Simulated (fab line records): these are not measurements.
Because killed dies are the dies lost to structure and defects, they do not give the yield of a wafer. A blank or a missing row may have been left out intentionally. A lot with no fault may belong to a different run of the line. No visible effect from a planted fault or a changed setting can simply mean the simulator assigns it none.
Which of the tools did it? || flow nandHarc || 12 lots with 36 wafers sampled at 6 steps, on a route of 1302 steps

== WHAT THE GAUGES READ, wafer by wafer ==
NHARC_P_GATE_CD_MEAS_59: the cd target is 720 nm. Usual: 720.2 nm for cdNm, sd 1.5.
{"lot": "L534", "measured": "day 5 19:53", "on": "cdSem-01", "cdNm (nm)": "717.0 717.9 716.8", "flag": ""}
{"lot": "L535", "measured": "day 6 04:44", "on": "cdSem-03", "cdNm (nm)": "720.8 720.9 720.5", "flag": ""}
{"lot": "L536", "measured": "day 6 09:01", "on": "cdSem-03", "cdNm (nm)": "721.8 721.1 722.4", "flag": ""}
{"lot": "L538", "measured": "day 7 09:08", "on": "cdSem-01", "cdNm (nm)": "723.2 722.2 722.2", "flag": ""}
{"lot": "L540", "measured": "day 8 03:08", "on": "cdSem-03", "cdNm (nm)": "718.2 717.7 717.4", "flag": ""}
{"lot": "L542", "measured": "day 9 01:55", "on": "cdSem-03", "cdNm (nm)": "720.9 720.3 721.5", "flag": ""}
{"lot": "L546", "measured": "day 10 13:19", "on": "cdSem-02", "cdNm (nm)": "722.2 721.4 721.5", "flag": ""}
{"lot": "L547", "measured": "day 11 01:32", "on": "cdSem-03", "cdNm (nm)": "719.9 718.4 720.4", "flag": ""}
{"lot": "L549", "measured": "day 11 16:35", "on": "cdSem-03", "cdNm (nm)": "721.3 722.0 720.5", "flag": ""}
{"lot": "L548", "measured": "day 11 16:10", "on": "cdSem-03", "cdNm (nm)": "719.6 719.3 719.1", "flag": ""}
{"lot": "L552", "measured": "day 12 20:13", "on": "cdSem-02", "cdNm (nm)": "711.3 713.8 712.3", "flag": "OFF"}
{"lot": "L553", "measured": "day 13 11:35", "on": "cdSem-03", "cdNm (nm)": "714.5 713.5 713.9", "flag": "OFF"}

NHARC_END_SORT_01. Usual: killedAtArray 56, standard deviation 19; killedAtOther 1.0, standard deviation 1.5; killedAtPeriphery 3.4, standard deviation 2.4; killedDies 60, standard deviation 19; killedOpen 3.3, standard deviation 1.8; killedShort 2.4, standard deviation 1.7.
{"lot": "L548", "measured": "day 30 16:05", "on": "prober-02", "killedAtArray": 52, "killedAtOther": 0, "killedAtPeriphery": 2, "killedDies": 54, "killedOpen": 1, "killedShort": 0, "flag": ""}

== TOOL THAT RAN EACH LOT (tool first, then ch and the chambers of the sampled wafers, then the start) ==
{"lot": "L534", "NHARC_P_GATE_ALD_36": "aldSin-01 ch 0,3, day 5 08:47", "NHARC_P_GATE_STRIP_111": "plasmaAsher-01 ch 1, day 5 18:40", "NHARC_P_GATE_PEB_57": "lithoTrack-02 ch 0, day 5 19:48", "NHARC_P_GATE_STRIP_112": "plasmaAsher-01 ch 0,1, day 5 20:25"}
{"lot": "L535", "NHARC_P_GATE_ALD_36": "aldSin-02 ch 0,1, day 5 16:20", "NHARC_P_GATE_STRIP_111": "plasmaAsher-02 ch 0,1, day 6 03:41", "NHARC_P_GATE_PEB_57": "lithoTrack-03 ch 0, day 6 04:39", "NHARC_P_GATE_STRIP_112": "plasmaAsher-02 ch 0,1, day 6 05:16"}
{"lot": "L536", "NHARC_P_GATE_ALD_36": "aldSin-04 ch 0,1,2, day 5 21:38", "NHARC_P_GATE_STRIP_111": "plasmaAsher-01 ch 0,1, day 6 07:46", "NHARC_P_GATE_PEB_57": "lithoTrack-03 ch 0, day 6 08:55", "NHARC_P_GATE_STRIP_112": "plasmaAsher-02 ch 0,1, day 6 09:32"}
{"lot": "L538", "NHARC_P_GATE_ALD_36": "aldSin-02 ch 1,2,3, day 6 23:06", "NHARC_P_GATE_STRIP_111": "plasmaAsher-02 ch 0,1, day 7 08:02", "NHARC_P_GATE_PEB_57": "lithoTrack-03 ch 0, day 7 09:02", "NHARC_P_GATE_STRIP_112": "plasmaAsher-01 ch 0,1, day 7 09:50"}
{"lot": "L540", "NHARC_P_GATE_ALD_36": "aldSin-01 ch 0,1,2, day 7 14:53", "NHARC_P_GATE_STRIP_111": "plasmaAsher-02 ch 0,1, day 8 02:02", "NHARC_P_GATE_PEB_57": "lithoTrack-02 ch 0, day 8 03:03", "NHARC_P_GATE_STRIP_112": "plasmaAsher-02 ch 0,1, day 8 03:40"}
{"lot": "L542", "NHARC_P_GATE_ALD_36": "aldSin-04 ch 0,1,2, day 8 14:44", "NHARC_P_GATE_STRIP_111": "plasmaAsher-02 ch 0,1, day 9 00:42", "NHARC_P_GATE_PEB_57": "lithoTrack-05 ch 0, day 9 01:50", "NHARC_P_GATE_STRIP_112": "plasmaAsher-02 ch 0,1, day 9 02:27"}
{"lot": "L546", "NHARC_P_GATE_ALD_36": "aldSin-04 ch 0,1,3, day 10 03:15", "NHARC_P_GATE_STRIP_111": "plasmaAsher-02 ch 0,1, day 10 12:16", "NHARC_P_GATE_PEB_57": "lithoTrack-03 ch 0, day 10 13:14", "NHARC_P_GATE_STRIP_112": "plasmaAsher-02 ch 1, day 10 13:50"}
{"lot": "L547", "NHARC_P_GATE_ALD_36": "aldSin-01 ch 0,1,2, day 10 13:13", "NHARC_P_GATE_STRIP_111": "plasmaAsher-01 ch 0,1, day 11 00:19", "NHARC_P_GATE_PEB_57": "lithoTrack-02 ch 0, day 11 01:27", "NHARC_P_GATE_STRIP_112": "plasmaAsher-01 ch 0,1, day 11 02:04"}
{"lot": "L549", "NHARC_P_GATE_ALD_36": "aldSin-04 ch 0,1,3, day 11 06:23", "NHARC_P_GATE_STRIP_111": "plasmaAsher-01 ch 0,1, day 11 15:27", "NHARC_P_GATE_PEB_57": "lithoTrack-03 ch 0, day 11 16:29", "NHARC_P_GATE_STRIP_112": "plasmaAsher-01 ch 0,1, day 11 17:13"}
{"lot": "L548", "NHARC_P_GATE_ALD_36": "aldSin-02 ch 1,2,3, day 11 07:08", "NHARC_P_GATE_STRIP_111": "plasmaAsher-02 ch 0,1, day 11 15:02", "NHARC_P_GATE_PEB_57": "lithoTrack-03 ch 0, day 11 16:04", "NHARC_P_GATE_STRIP_112": "plasmaAsher-02 ch 0,1, day 11 16:49"}
{"lot": "L552", "NHARC_P_GATE_ALD_36": "aldSin-04 ch 0,1,3, day 12 07:55", "NHARC_P_GATE_STRIP_111": "plasmaAsher-01 ch 0,1, day 12 19:02", "NHARC_P_GATE_PEB_57": "lithoTrack-02 ch 0, day 12 20:07", "NHARC_P_GATE_STRIP_112": "plasmaAsher-01 ch 0,1, day 12 20:47"}
{"lot": "L553", "NHARC_P_GATE_ALD_36": "aldSin-01 ch 0,2,3, day 13 00:28", "NHARC_P_GATE_STRIP_111": "plasmaAsher-01 ch 1, day 13 10:20", "NHARC_P_GATE_PEB_57": "lithoTrack-02 ch 0, day 13 11:29", "NHARC_P_GATE_STRIP_112": "plasmaAsher-01 ch 1, day 13 12:06"}
- NHARC_P_GATE_ALD_36: deposits SiNx, target thk 20 nm, pulse time 60 s, ald cycles 223.
- NHARC_P_GATE_STRIP_111: strips in N2/H2, time 250 s.
- NHARC_P_GATE_PEB_57: peb time 85 s.
- NHARC_P_GATE_STRIP_112: strips in N2/H2, time 200 s.

== WHAT THE TOOLS THEMSELVES READ (means of the sampled wafers that have a number; where no wafer has one, the mark that the record gives instead) ==
NHARC_P_GATE_ALD_36. Usual: heaterPowerW 826 W, standard deviation 59; precursorPulseHeightRel 0.999, standard deviation 0.021.
{"lot": "L534", "tool": "aldSin-01", "heaterPowerW (W)": 852, "precursorPulseHeightRel": 0.996, "flag": ""}
{"lot": "L535", "tool": "aldSin-02", "heaterPowerW (W)": 791, "precursorPulseHeightRel": 0.995, "flag": ""}
{"lot": "L536", "tool": "aldSin-04", "heaterPowerW (W)": 831, "precursorPulseHeightRel": 1.007, "flag": ""}
{"lot": "L538", "tool": "aldSin-02", "heaterPowerW (W)": 835, "precursorPulseHeightRel": 0.991, "flag": ""}
{"lot": "L540", "tool": "aldSin-01", "heaterPowerW (W)": 820, "precursorPulseHeightRel": 0.990, "flag": ""}
{"lot": "L542", "tool": "aldSin-04", "heaterPowerW (W)": 821, "precursorPulseHeightRel": 0.987, "flag": ""}
{"lot": "L546", "tool": "aldSin-04", "heaterPowerW (W)": 782, "precursorPulseHeightRel": 0.997, "flag": ""}
{"lot": "L547", "tool": "aldSin-01", "heaterPowerW (W)": 809, "precursorPulseHeightRel": 1.006, "flag": ""}
{"lot": "L549", "tool": "aldSin-04", "heaterPowerW (W)": 778, "precursorPulseHeightRel": 0.982, "flag": ""}
{"lot": "L548", "tool": "aldSin-02", "heaterPowerW (W)": 850, "precursorPulseHeightRel": 1.020, "flag": ""}
{"lot": "L552", "tool": "aldSin-04", "heaterPowerW (W)": 805, "precursorPulseHeightRel": 0.998, "flag": ""}
{"lot": "L553", "tool": "aldSin-01", "heaterPowerW (W)": 847, "precursorPulseHeightRel": 1.017, "flag": ""}

NHARC_P_GATE_STRIP_111. Usual: drypumpMotorCurrentA 5.4 A, standard deviation 0.35; heaterPowerW 86 W, standard deviation 7.
{"lot": "L534", "tool": "plasmaAsher-01", "drypumpMotorCurrentA (A)": 5.8, "heaterPowerW (W)": 78, "flag": ""}
{"lot": "L535", "tool": "plasmaAsher-02", "drypumpMotorCurrentA (A)": 5.5, "heaterPowerW (W)": 88, "flag": ""}
{"lot": "L536", "tool": "plasmaAsher-01", "drypumpMotorCurrentA (A)": 5.5, "heaterPowerW (W)": 78, "flag": ""}
{"lot": "L538", "tool": "plasmaAsher-02", "drypumpMotorCurrentA (A)": 5.6, "heaterPowerW (W)": 92, "flag": ""}
{"lot": "L540", "tool": "plasmaAsher-02", "drypumpMotorCurrentA (A)": 5.6, "heaterPowerW (W)": 91, "flag": ""}
{"lot": "L542", "tool": "plasmaAsher-02", "drypumpMotorCurrentA (A)": 5.6, "heaterPowerW (W)": 91, "flag": ""}
{"lot": "L546", "tool": "plasmaAsher-02", "drypumpMotorCurrentA (A)": 5.5, "heaterPowerW (W)": 92, "flag": ""}
{"lot": "L547", "tool": "plasmaAsher-01", "drypumpMotorCurrentA (A)": 5.1, "heaterPowerW (W)": 76, "flag": ""}
{"lot": "L549", "tool": "plasmaAsher-01", "drypumpMotorCurrentA (A)": 5.5, "heaterPowerW (W)": 78, "flag": ""}
{"lot": "L548", "tool": "plasmaAsher-02", "drypumpMotorCurrentA (A)": 5.5, "heaterPowerW (W)": 94, "flag": ""}
{"lot": "L552", "tool": "plasmaAsher-01", "drypumpMotorCurrentA (A)": 5.1, "heaterPowerW (W)": 77, "flag": ""}
{"lot": "L553", "tool": "plasmaAsher-01", "drypumpMotorCurrentA (A)": 5.8, "heaterPowerW (W)": 81, "flag": ""}

NHARC_P_GATE_PEB_57. Usual: heaterPowerTotalW 163.98 W, standard deviation 0.27; plateTempC 118.03 C, standard deviation 0.1.
{"lot": "L534", "tool": "lithoTrack-02", "heaterPowerTotalW (W)": 164.19, "plateTempC (C)": 118.01, "flag": ""}
{"lot": "L535", "tool": "lithoTrack-03", "heaterPowerTotalW (W)": 163.87, "plateTempC (C)": 118.15, "flag": ""}
{"lot": "L536", "tool": "lithoTrack-03", "heaterPowerTotalW (W)": 164.13, "plateTempC (C)": 118.06, "flag": ""}
{"lot": "L538", "tool": "lithoTrack-03", "heaterPowerTotalW (W)": 163.88, "plateTempC (C)": 117.86, "flag": ""}
{"lot": "L540", "tool": "lithoTrack-02", "heaterPowerTotalW (W)": 164.14, "plateTempC (C)": 118.04, "flag": ""}
{"lot": "L542", "tool": "lithoTrack-05", "heaterPowerTotalW (W)": 164.00, "plateTempC (C)": 118.04, "flag": ""}
{"lot": "L546", "tool": "lithoTrack-03", "heaterPowerTotalW (W)": 163.85, "plateTempC (C)": 117.91, "flag": ""}
{"lot": "L547", "tool": "lithoTrack-02", "heaterPowerTotalW (W)": 163.97, "plateTempC (C)": 118.07, "flag": ""}
{"lot": "L549", "tool": "lithoTrack-03", "heaterPowerTotalW (W)": 163.84, "plateTempC (C)": 118.08, "flag": ""}
{"lot": "L548", "tool": "lithoTrack-03", "heaterPowerTotalW (W)": 163.99, "plateTempC (C)": 118.18, "flag": ""}
{"lot": "L552", "tool": "lithoTrack-02", "heaterPowerTotalW (W)": 158.24, "plateTempC (C)": 114.88, "flag": "OFF"}
{"lot": "L553", "tool": "lithoTrack-02", "heaterPowerTotalW (W)": 158.09, "plateTempC (C)": 115.08, "flag": "OFF"}

NHARC_P_GATE_STRIP_112. Usual: drypumpMotorCurrentA 5.5 A, standard deviation 0.33; heaterPowerW 87 W, standard deviation 7.
{"lot": "L534", "tool": "plasmaAsher-01", "drypumpMotorCurrentA (A)": 5.5, "heaterPowerW (W)": 79, "flag": ""}
{"lot": "L535", "tool": "plasmaAsher-02", "drypumpMotorCurrentA (A)": 5.6, "heaterPowerW (W)": 89, "flag": ""}
{"lot": "L536", "tool": "plasmaAsher-02", "drypumpMotorCurrentA (A)": 5.5, "heaterPowerW (W)": 89, "flag": ""}
{"lot": "L538", "tool": "plasmaAsher-01", "drypumpMotorCurrentA (A)": 5.5, "heaterPowerW (W)": 79, "flag": ""}
{"lot": "L540", "tool": "plasmaAsher-02", "drypumpMotorCurrentA (A)": 5.6, "heaterPowerW (W)": 91, "flag": ""}
{"lot": "L542", "tool": "plasmaAsher-02", "drypumpMotorCurrentA (A)": 5.5, "heaterPowerW (W)": 93, "flag": ""}
{"lot": "L546", "tool": "plasmaAsher-02", "drypumpMotorCurrentA (A)": 5.5, "heaterPowerW (W)": 94, "flag": ""}
{"lot": "L547", "tool": "plasmaAsher-01", "drypumpMotorCurrentA (A)": 5.1, "heaterPowerW (W)": 78, "flag": ""}
{"lot": "L549", "tool": "plasmaAsher-01", "drypumpMotorCurrentA (A)": 5.5, "heaterPowerW (W)": 78, "flag": ""}
{"lot": "L548", "tool": "plasmaAsher-02", "drypumpMotorCurrentA (A)": 5.5, "heaterPowerW (W)": 92, "flag": ""}
{"lot": "L552", "tool": "plasmaAsher-01", "drypumpMotorCurrentA (A)": 5.1, "heaterPowerW (W)": 77, "flag": ""}
{"lot": "L553", "tool": "plasmaAsher-01", "drypumpMotorCurrentA (A)": 5.8, "heaterPowerW (W)": 81, "flag": ""}

== THE ANSWER, worked out from the rows above alone ==
Rule: lot off if the mean of its wafers having a number is beyond 3 standard deviations from the usual mean. Also off: a lot with no number at a reading for which 4 or more lots have one. The other lots that the step has rows for count as sound. Order of review: gauges by route order, followed by the tools' own readings, for which a lot's mean as printed above is used. The first step at which some lot is off is used, and at that step the reading that is off furthest; a lot without a number counts as furthest.
Off, at NHARC_P_GATE_CD_MEAS_59 on cdNm: L552, L553.
A tool fits if, at a process step before that reading, it ran every lot that is off, and no sound lot after the first of them. Not tried: the gauges at NHARC_P_GATE_CD_MEAS_59; whatever is off there is also off at NHARC_P_GATE_PEB_57, on other tools, and gauge error can't account for it. 2 tools fit, plasmaAsher-01 at NHARC_P_GATE_STRIP_111 and lithoTrack-02 at NHARC_P_GATE_PEB_57, so this cannot tell which one it is.

== WHAT HAD BEEN PUT IN BY THE SIMULATOR ==
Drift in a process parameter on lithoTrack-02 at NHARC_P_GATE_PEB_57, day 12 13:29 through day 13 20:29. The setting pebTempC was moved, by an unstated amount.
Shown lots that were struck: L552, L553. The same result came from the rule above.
